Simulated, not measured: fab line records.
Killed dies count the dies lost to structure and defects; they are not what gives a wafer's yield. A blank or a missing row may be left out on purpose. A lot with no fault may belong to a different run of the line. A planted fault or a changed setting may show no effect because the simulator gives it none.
Chamber matching / flow n5-finfet / 3 sister chambers for N5_BEOL_M14_DEP_53 on pecvd-01
The step deposits SiCN from 3MS/NH3, target thk 50 nm, time 17.8 s. 6 wafers are shown with their chamber, then 9 later ones without.

## WAFERS PAIRED WITH THEIR CHAMBERS
wafer=L088.2; chamber=0; showerhead-plenum-p-Torr (Torr)=4.20; throttle-valve-pct (%)=18.0
wafer=L088.4; chamber=1; showerhead-plenum-p-Torr (Torr)=4.13; throttle-valve-pct (%)=17.5
wafer=L088.6; chamber=0; showerhead-plenum-p-Torr (Torr)=4.20; throttle-valve-pct (%)=18.3
wafer=L087.1; chamber=2; showerhead-plenum-p-Torr (Torr)=4.10; throttle-valve-pct (%)=16.7
wafer=L087.4; chamber=1; showerhead-plenum-p-Torr (Torr)=4.12; throttle-valve-pct (%)=17.4
wafer=L087.5; chamber=2; showerhead-plenum-p-Torr (Torr)=4.10; throttle-valve-pct (%)=16.8

## WAFERS WHOSE CHAMBER IS MISSING
wafer=L090.3; showerhead-plenum-p-Torr (Torr)=4.10; throttle-valve-pct (%)=16.6
wafer=L090.5; showerhead-plenum-p-Torr (Torr)=4.19; throttle-valve-pct (%)=18.4
wafer=L090.6; showerhead-plenum-p-Torr (Torr)=4.09; throttle-valve-pct (%)=16.6
wafer=L093.2; showerhead-plenum-p-Torr (Torr)=4.10; throttle-valve-pct (%)=16.6
wafer=L093.4; showerhead-plenum-p-Torr (Torr)=4.12; throttle-valve-pct (%)=17.5
wafer=L093.5; showerhead-plenum-p-Torr (Torr)=4.10; throttle-valve-pct (%)=16.9
wafer=L095.1; showerhead-plenum-p-Torr (Torr)=4.21; throttle-valve-pct (%)=18.0
wafer=L095.4; showerhead-plenum-p-Torr (Torr)=4.21; throttle-valve-pct (%)=18.0
wafer=L095.5; showerhead-plenum-p-Torr (Torr)=4.12; throttle-valve-pct (%)=17.7

## WHICH CHAMBER EACH ONE RAN IN
wafer=L090.3; from the rows above=2; in truth=2
wafer=L090.5; from the rows above=0; in truth=0
wafer=L090.6; from the rows above=2; in truth=2
wafer=L093.2; from the rows above=2; in truth=2
wafer=L093.4; from the rows above=1; in truth=1
wafer=L093.5; from the rows above=2; in truth=2
wafer=L095.1; from the rows above=0; in truth=0
wafer=L095.4; from the rows above=0; in truth=0
wafer=L095.5; from the rows above=1; in truth=1
9 of 9 placed correctly. From these rows, 0 cannot be placed. Wrongly placed: 0.
How it was worked out, from the rows above alone: a wafer's distance from a chamber is the root of the sum, over the readings, of the square of ((its reading less the chamber's mean) divided by the reading's scatter). If the next closest chamber is less than 2 further off than the closest, the wafer can't be placed; otherwise it belongs to the closest. A chamber's mean is the mean of its shown wafers. How the scatter is found: for the shown wafers, subtract from each reading the mean of its chamber, square and add these, divide the total by (wafers less chambers), then take the root.
